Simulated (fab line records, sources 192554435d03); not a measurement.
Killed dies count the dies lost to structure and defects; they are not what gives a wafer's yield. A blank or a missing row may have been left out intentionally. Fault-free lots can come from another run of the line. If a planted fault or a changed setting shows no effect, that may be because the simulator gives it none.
Split-lot trial -- flow n5 finfet -- route with 1938 steps; 7 lots, 21 wafers read

## THE SPLIT ITSELF
At N5_BEOL_M8_ETCH_62 (etches SOC in N2/H2, target depth 110 nm, overetch 22 nm, time 165 s), the setting source w was moved away from the recipe's 840 W on 7 of the 21 wafers read, by -4.7% to +15.7%. All remaining wafers had this setting at the recipe value.

The split's own step is where the reading is taken.

## THE READING
rf vpp V, in V, at N5_BEOL_M8_ETCH_62 (etches SOC in N2/H2, target depth 110 nm, overetch 22 nm, time 165 s). On this fab line, fault-free wafers typically give 523.8 V with a standard deviation of 2.1 V.

wafer,"tool, chamber at the split","source w as run, W",against the recipe,"rf vpp V, V",against lot-mates on the recipe
L076.1,"rie diel-04, 0",840,recipe,524.4,-
L076.4,"rie diel-04, 1",840,recipe,522.9,-
L076.6,"rie diel-04, 0",840,recipe,525.5,-
L077.4,"rie diel-04, 3",840,recipe,529.4,-
L077.5,"rie diel-04, 3",840,recipe,527.2,-
L077.6,"rie diel-04, 2",934.8,+11.3%,503.4,-24.9
L078.1,"rie diel-05, 3",967.9,+15.2%,502.4,-19.6
L078.3,"rie diel-05, 1",840,recipe,522.5,-
L078.5,"rie diel-05, 0",840,recipe,521.6,-
L083.2,"rie diel-04, 2",840,recipe,521.7,-
L083.4,"rie diel-04, 1",972.3,+15.7%,498.4,-23.3
L083.6,"rie diel-04, 2",840,recipe,521.6,-
L089.2,"rie diel-05, 1",840,recipe,523.4,-
L089.4,"rie diel-05, 0",840,recipe,521.3,-
L089.6,"rie diel-05, 2",897.8,+6.9%,509.7,-12.6
L090.1,"rie diel-03, 0",840,recipe,524.1,-
L090.3,"rie diel-03, 3",840,recipe,524.0,-
L090.5,"rie diel-03, 2",883.2,+5.1%,517.7,-6.3
L096.2,"rie diel-03, 2",800.4,-4.7%,533.3,+11.4
L096.5,"rie diel-03, 1",840,recipe,521.9,-
L096.6,"rie diel-03, 2",800.4,-4.7%,532.6,+10.7

FIT RESULTS
A straight line over all 21 wafers: rf vpp V changes by -1.62 V for each +1% of source w; r = -0.97; the points scatter about the line by 2.4 V.
The same after taking each lot's own level away (the mean of its wafers on the recipe; 21 wafers): -1.64 V for each +1%; r = -0.97; scatter 2.4 V.
According to that fit, moving source w by its largest amount changes the reading by 26 V.
From 521.65 to 528.30 V: that is the span of the lots' own levels, equal to 3.2 times the standard deviation above.
The two slopes are in agreement: the lot-to-lot level therefore moves the slope only a little.
Check: -26.5 V against its lot-mates is what the line predicts for one of the wafers moved furthest among these (+15.7%) when that wafer is left out of the fit. It came out at -23.3 V against them.
Tool readings at the split's step, against how far the setting was moved: rf vpp V r = -0.97.

## ADDITIONAL SPLITS CARRIED BY THESE WAFERS
Before the reading, these wafers also passed through other splits. Each is held against what the fit with the lots' levels taken away leaves over:
other split on the same wafers,wafers away from the commonest value,r with rf vpp V (lot level and that fit taken away)
N5_BEOL_M5_COAT_74 spin rpm,10,-0.41
N5_BEOL_M5_DEP_56 time s,8,+0.02
N5_BEOL_M6_HM_DEP_02 target thk a,7,+0.42
N5_BEOL_M7_PECVD_70 temp c,7,+0.24
N5_BEOL_M7_HM_DEP_02 target thk a,5,-0.19
N5_BEOL_M8_DESCUM_16 time s,11,-0.01

## FILE'S OWN FIT
rf vpp V changes by -1.59 V for each +1% of source w, r = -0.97.
